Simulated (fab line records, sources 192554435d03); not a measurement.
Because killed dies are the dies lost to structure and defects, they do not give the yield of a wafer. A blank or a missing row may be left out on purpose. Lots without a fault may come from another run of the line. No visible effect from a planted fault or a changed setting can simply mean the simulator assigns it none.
The tool behind it: which one? -- flow n5-finfet -- 24 lots, 72 wafers sampled, at 6 steps of a route of 1938

WHAT EACH GAUGE READ, for each wafer
N5_SD_EPI_P_INSPECT_26: inspects for defects (darkfield). Usual: raw-defect-count at 165, with a standard deviation of 34.
lot,measured,on,raw-defect-count,flag
L074,day 3 09:42,defect-inspect-01,163 137 137,
L075,day 3 19:28,defect-inspect-02,214 165 223,
L076,day 3 20:10,defect-inspect-02,151 220 170,
L077,day 4 03:14,defect-inspect-01,172 185 147,
L078,day 4 12:17,defect-inspect-01,206 283 186,
L079,day 5 00:23,defect-inspect-02,145 166 132,
L080,day 5 02:35,defect-inspect-01,191 148 172,
L081,day 5 09:42,defect-inspect-01,130 147 173,
L082,day 5 10:03,defect-inspect-01,150 217 197,
L083,day 5 17:04,defect-inspect-02,162 132 116,
L084,day 6 00:40,defect-inspect-02,190 127 148,
L085,day 6 05:19,defect-inspect-02,163 195 218,
L086,day 6 09:00,defect-inspect-02,153 185 196,
L087,day 6 20:39,defect-inspect-01,158 144 155,
L088,day 6 21:12,defect-inspect-01,161 176 148,
L089,day 7 06:26,defect-inspect-01,167 118 162,
L090,day 7 08:39,defect-inspect-01,172 137 146,
L091,day 7 15:55,defect-inspect-01,139 114 232,
L092,day 7 22:17,defect-inspect-01,144 162 138,
L093,day 8 06:30,defect-inspect-01,123 153 210,
L094,day 8 09:43,defect-inspect-02,201 116 114,
L095,day 8 21:45,defect-inspect-02,185 134 190,
L096,day 8 22:52,defect-inspect-02,236 212 172,
L097,day 9 02:40,defect-inspect-01,158 142 154,

N5_SD_ACTIVATION_INSPECT_02: inspects for defects (darkfield). Usual: raw-defect-count at 165, with a standard deviation of 34.
lot,measured,on,raw-defect-count,flag
L074,day 3 10:28,defect-inspect-02,164 142 137,
L075,day 3 20:13,defect-inspect-02,203 182 219,
L076,day 3 20:55,defect-inspect-02,157 225 188,
L077,day 4 04:25,defect-inspect-01,171 186 158,
L078,day 4 13:03,defect-inspect-01,215 262 186,
L079,day 5 01:08,defect-inspect-01,155 162 150,
L080,day 5 03:20,defect-inspect-02,195 129 184,
L081,day 5 10:27,defect-inspect-02,135 152 165,
L082,day 5 10:53,defect-inspect-02,141 210 197,
L083,day 5 17:52,defect-inspect-01,162 135 132,
L084,day 6 01:26,defect-inspect-02,190 138 144,
L085,day 6 06:05,defect-inspect-02,150 199 219,
L086,day 6 09:46,defect-inspect-02,151 182 188,
L087,day 6 22:23,defect-inspect-01,160 137 160,
L088,day 6 22:34,defect-inspect-01,161 161 147,
L089,day 7 07:11,defect-inspect-02,154 114 161,
L090,day 7 09:34,defect-inspect-02,167 143 124,
L091,day 7 16:54,defect-inspect-01,147 123 229,
L092,day 7 23:08,defect-inspect-02,143 171 154,
L093,day 8 07:15,defect-inspect-01,137 152 216,
L094,day 8 10:47,defect-inspect-02,184 116 104,
L095,day 8 22:31,defect-inspect-02,180 137 181,
L096,day 8 23:38,defect-inspect-01,226 220 192,
L097,day 9 03:50,defect-inspect-02,169 141 139,

N5_ILD0_THK_MEAS_08. Usual: thk-nm at 139.6 nm, with a standard deviation of 1.3.
lot,measured,on,thk-nm (nm),flag
L074,day 3 13:29,film-metro-02,139.3 138.0 138.3,
L075,day 3 23:34,film-metro-02,140.8 140.5 140.1,
L076,day 3 23:59,film-metro-01,136.9 138.6 138.4,
L077,day 4 07:26,film-metro-02,139.5 138.4 139.4,
L078,day 4 16:54,film-metro-01,142.1 141.4 141.0,
L079,day 5 04:20,film-metro-01,138.7 139.7 140.6,
L080,day 5 06:23,film-metro-01,140.9 138.3 140.5,
L081,day 5 13:29,film-metro-02,141.1 141.3 142.2,
L082,day 5 13:55,film-metro-01,138.1 138.8 141.0,
L083,day 5 20:53,film-metro-02,137.9 136.7 138.9,
L084,day 6 04:41,film-metro-02,141.4 140.4 138.6,
L085,day 6 09:10,film-metro-01,140.1 140.5 141.1,
L086,day 6 12:49,film-metro-01,140.4 140.8 139.4,
L087,day 7 01:25,film-metro-02,137.6 139.1 138.5,
L088,day 7 01:53,film-metro-02,139.1 138.2 138.6,
L089,day 7 10:16,film-metro-01,139.4 139.3 140.0,
L090,day 7 12:50,film-metro-02,137.9 140.2 139.2,
L091,day 7 19:55,film-metro-01,137.5 139.1 138.0,
L092,day 8 02:10,film-metro-02,140.8 139.0 138.9,
L093,day 8 10:16,film-metro-01,139.0 139.0 140.1,
L094,day 8 14:01,film-metro-02,139.0 138.8 139.3,
L095,day 9 02:04,film-metro-02,139.4 140.3 140.3,
L096,day 9 02:46,film-metro-01,139.9 140.0 140.3,
L097,day 9 07:35,film-metro-02,138.6 139.6 136.8,

N5_ILD0_INSPECT_06: inspects for defects (darkfield). Usual: raw-defect-count at 36, with a standard deviation of 19.
lot,measured,on,raw-defect-count,flag
L074,day 3 16:43,defect-inspect-02,39 42 40,
L075,day 4 02:49,defect-inspect-01,44 31 32,
L076,day 4 03:13,defect-inspect-02,16 15 14,
L077,day 4 10:41,defect-inspect-01,41 55 58,
L078,day 4 20:08,defect-inspect-02,109 79 70,
L079,day 5 07:44,defect-inspect-02,21 21 26,
L080,day 5 09:39,defect-inspect-02,15 10 16,
L081,day 5 16:43,defect-inspect-01,28 24 34,
L082,day 5 17:10,defect-inspect-02,26 29 23,
L083,day 6 00:07,defect-inspect-02,73 44 73,
L084,day 6 07:58,defect-inspect-02,52 38 33,
L085,day 6 12:37,defect-inspect-01,48 68 35,
L086,day 6 16:03,defect-inspect-02,19 16 13,
L087,day 7 04:40,defect-inspect-01,12 19 15,
L088,day 7 05:17,defect-inspect-01,22 21 13,
L089,day 7 13:30,defect-inspect-02,26 19 30,
L090,day 7 16:05,defect-inspect-02,36 22 10,
L091,day 7 23:10,defect-inspect-01,31 40 39,
L092,day 8 06:04,defect-inspect-01,22 25 13,
L093,day 8 13:50,defect-inspect-01,30 75 46,
L094,day 8 17:29,defect-inspect-01,23 48 31,
L095,day 9 05:18,defect-inspect-01,67 40 45,
L096,day 9 06:01,defect-inspect-02,52 20 47,
L097,day 9 11:05,defect-inspect-02,36 49 36,

N5_SDB_INSPECT_13: inspects for defects (brightfield). Usual: raw-defect-count at 82, with a standard deviation of 32.
lot,measured,on,raw-defect-count,flag
L074,day 3 17:16,defect-inspect-01,70 67 115,
L075,day 4 03:14,defect-inspect-01,121 121 161,
L076,day 4 03:40,defect-inspect-01,50 61 49,
L077,day 4 11:13,defect-inspect-02,61 74 87,
L078,day 4 20:41,defect-inspect-01,86 49 71,
L079,day 5 08:10,defect-inspect-02,62 84 59,
L080,day 5 10:04,defect-inspect-02,101 131 118,
L081,day 5 17:17,defect-inspect-02,68 71 109,
L082,day 5 17:42,defect-inspect-01,86 85 48,
L083,day 6 00:40,defect-inspect-01,90 112 95,
L084,day 6 08:30,defect-inspect-01,93 79 92,
L085,day 6 13:02,defect-inspect-01,197 143 88,
L086,day 6 16:36,defect-inspect-02,52 56 43,
L087,day 7 05:13,defect-inspect-01,43 65 84,
L088,day 7 05:50,defect-inspect-02,74 71 84,
L089,day 7 14:02,defect-inspect-02,42 74 53,
L090,day 7 16:37,defect-inspect-02,83 66 52,
L091,day 7 23:42,defect-inspect-01,50 41 42,
L092,day 8 06:29,defect-inspect-02,76 52 84,
L093,day 8 14:23,defect-inspect-01,107 163 108,
L094,day 8 18:04,defect-inspect-01,86 71 120,
L095,day 9 05:50,defect-inspect-01,100 53 87,
L096,day 9 06:34,defect-inspect-01,84 113 64,
L097,day 9 11:37,defect-inspect-02,130 166 116,

WHAT TOOL EACH LOT RAN ON (gives the tool, then ch and the chambers of the sampled wafers, and finally the start)
lot,N5_ILD0_CMP_03
L074,"cmp-01 ch 0,1,2, day 3 12:52"
L075,"cmp-04 ch 0,1, day 3 22:57"
L076,"cmp-04 ch 0,3, day 3 23:24"
L077,"cmp-01 ch 0,1,2, day 4 06:56"
L078,"cmp-04 ch 0,1,3, day 4 16:19"
L079,"cmp-01 ch 1,2, day 5 03:43"
L080,"cmp-04 ch 0,3, day 5 05:48"
L081,"cmp-03 ch 2,3, day 5 12:52"
L082,"cmp-04 ch 0,1,2, day 5 13:19"
L083,"cmp-03 ch 1,2, day 5 20:16"
L084,"cmp-04 ch 0,1,2, day 6 03:54"
L085,"cmp-01 ch 0,3, day 6 08:32"
L086,"cmp-01 ch 0,2,3, day 6 12:13"
L087,"cmp-04 ch 1,2, day 7 00:47"
L088,"cmp-03 ch 1,2,3, day 7 01:21"
L089,"cmp-01 ch 1,2,3, day 7 09:41"
L090,"cmp-03 ch 0,2,3, day 7 12:18"
L091,"cmp-03 ch 0,3, day 7 19:20"
L092,"cmp-01 ch 0,1,3, day 8 01:37"
L093,"cmp-04 ch 1,2, day 8 09:39"
L094,"cmp-04 ch 0,2,3, day 8 13:18"
L095,"cmp-04 ch 0,1,3, day 9 01:29"
L096,"cmp-03 ch 0,2,3, day 9 02:06"
L097,"cmp-01 ch 0,1,3, day 9 06:59"
- N5_ILD0_CMP_03: polishes, stops on SiNx, t overpolish 1.9 s, target thk 197.38 nm.

WHAT THE TOOLS THEMSELVES READ (means of the sampled wafers that have a number; where no wafer has one, the mark that the record gives instead)
N5_ILD0_CMP_03. Usual: motor-current-A 11.9 A, standard deviation 1.1; overpolish-run-s 1.900 s, standard deviation 0.009; time-to-endpoint-s 70 s, standard deviation 4.2.
lot,tool,motor-current-A (A),overpolish-run-s (s),time-to-endpoint-s (s),flag
L074,cmp-01,12.0,1.895,68,
L075,cmp-04,12.9,1.903,69,
L076,cmp-04,13.1,1.893,68,
L077,cmp-01,12.1,1.906,70,
L078,cmp-04,13.0,1.900,67,
L079,cmp-01,11.9,1.905,75,
L080,cmp-04,12.7,1.901,68,
L081,cmp-03,12.3,1.898,71,
L082,cmp-04,12.6,1.892,68,
L083,cmp-03,11.7,1.895,73,
L084,cmp-04,12.5,1.899,64,
L085,cmp-01,12.2,1.898,71,
L086,cmp-01,12.0,1.891,77,
L087,cmp-04,12.0,1.897,67,
L088,cmp-03,11.7,1.902,75,
L089,cmp-01,10.6,1.902,72,
L090,cmp-03,11.6,1.906,73,
L091,cmp-03,12.3,1.895,73,
L092,cmp-01,10.8,1.907,73,
L093,cmp-04,11.6,1.903,68,
L094,cmp-04,12.6,1.892,73,
L095,cmp-04,12.8,1.898,72,
L096,cmp-03,11.5,1.902,72,
L097,cmp-01,10.6,1.900,65,

THE ANSWER, worked out from the rows above alone
Rule: a lot counts as off when the mean over its wafers that have a number is more than 3 standard deviations away from the usual mean. Also off: a lot with no number at a reading for which 4 or more lots have one. The other lots that the step has rows for count as sound. Order of review: gauges by route order, followed by the tools' own readings, for which a lot's mean as printed above is used. At the first step where some lot is off, the reading lying furthest off is the one used; lots without a number count as furthest.
None of the lots is off at any reading shown; this tells nothing.

WHAT THE SIMULATOR HAD INSERTED
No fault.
